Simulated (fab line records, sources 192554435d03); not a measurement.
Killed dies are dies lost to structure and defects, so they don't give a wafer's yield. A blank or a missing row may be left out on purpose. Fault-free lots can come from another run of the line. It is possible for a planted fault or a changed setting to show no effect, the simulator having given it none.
Which tool is to blame? + flow n5Finfet + 9 lots with 27 wafers sampled at 2 steps, on a route of 1938 steps

WHAT THE GAUGES SHOWED, per wafer
N5_BEOL_M0_SAQP_INSPECT_42: inspects for defects (brightfield).
| lot  | measured     | on               | rawDefectCount |
|------|--------------|------------------|----------------|
| L999 | day 5 23:41  | defectInspect-01 | 349 272 240    |
| L100 | day 6 07:05  | defectInspect-02 | 349 288 345    |
| L101 | day 6 08:50  | defectInspect-01 | 1719 1747 1512 |
| L103 | day 6 21:19  | defectInspect-02 | 1487 1457 1606 |
| L104 | day 7 08:43  | defectInspect-02 | 1570 1466 1484 |
| L115 | day 10 03:43 | defectInspect-02 | 906 517 380    |
| L119 | day 11 02:12 | defectInspect-02 | 209 243 245    |
| L120 | day 11 04:16 | defectInspect-01 | 288 261 273    |
| L121 | day 11 08:31 | defectInspect-01 | 327 440 360    |

EACH LOT AND THE TOOL THAT RAN IT (in order: tool; ch and the chambers of the sampled wafers; start)
| lot  | N5_BEOL_M0_SAQP_STRIP_115          |
|------|------------------------------------|
| L999 | wetBench-03 ch 0,2,6, day 5 20:17  |
| L100 | wetBench-03 ch 1,3,4, day 6 03:26  |
| L101 | wetBench-03 ch 3,4,6, day 6 05:20  |
| L103 | wetBench-03 ch 0,1,7, day 6 17:55  |
| L104 | wetBench-03 ch 4,6,7, day 7 04:01  |
| L115 | wetBench-03 ch 0,3,6, day 9 23:46  |
| L119 | wetBench-01 ch 0,1,2, day 10 21:42 |
| L120 | wetBench-03 ch 5,6,7, day 11 00:12 |
| L121 | wetBench-01 ch 1,5,6, day 11 04:42 |
- N5_BEOL_M0_SAQP_STRIP_115: strips in post etch residue remover, time 60 s.

THE ANSWER, worked out from the rows above alone
Rule: the usual values come from the lots themselves. The widest of any qualifying gaps counts: lots, ordered by their means at a reading, are off when they make up no more than a third of the lots, leave a main group of 4 or more, and stand apart from it by 3 or more times the standard deviation of that group's means. A main group is skipped when, at the precision printed for the reading in the tables above, its means are all equal. A lot without any number at a reading at which 4 lots or more have one is off too. Any other lot the step has rows for is counted as sound.
Off, at N5_BEOL_M0_SAQP_INSPECT_42 on rawDefectCount: L101, L103, L104. The main group has a mean of 350 with a standard deviation of 1.2e+02.
A tool fits if, at a process step before that reading, it ran every lot that is off, and no sound lot after the first of them. Gauges at N5_BEOL_M0_SAQP_INSPECT_42: tried the same way as those tools. None of those tried fits.

WHAT THE SIMULATOR HAD PUT IN
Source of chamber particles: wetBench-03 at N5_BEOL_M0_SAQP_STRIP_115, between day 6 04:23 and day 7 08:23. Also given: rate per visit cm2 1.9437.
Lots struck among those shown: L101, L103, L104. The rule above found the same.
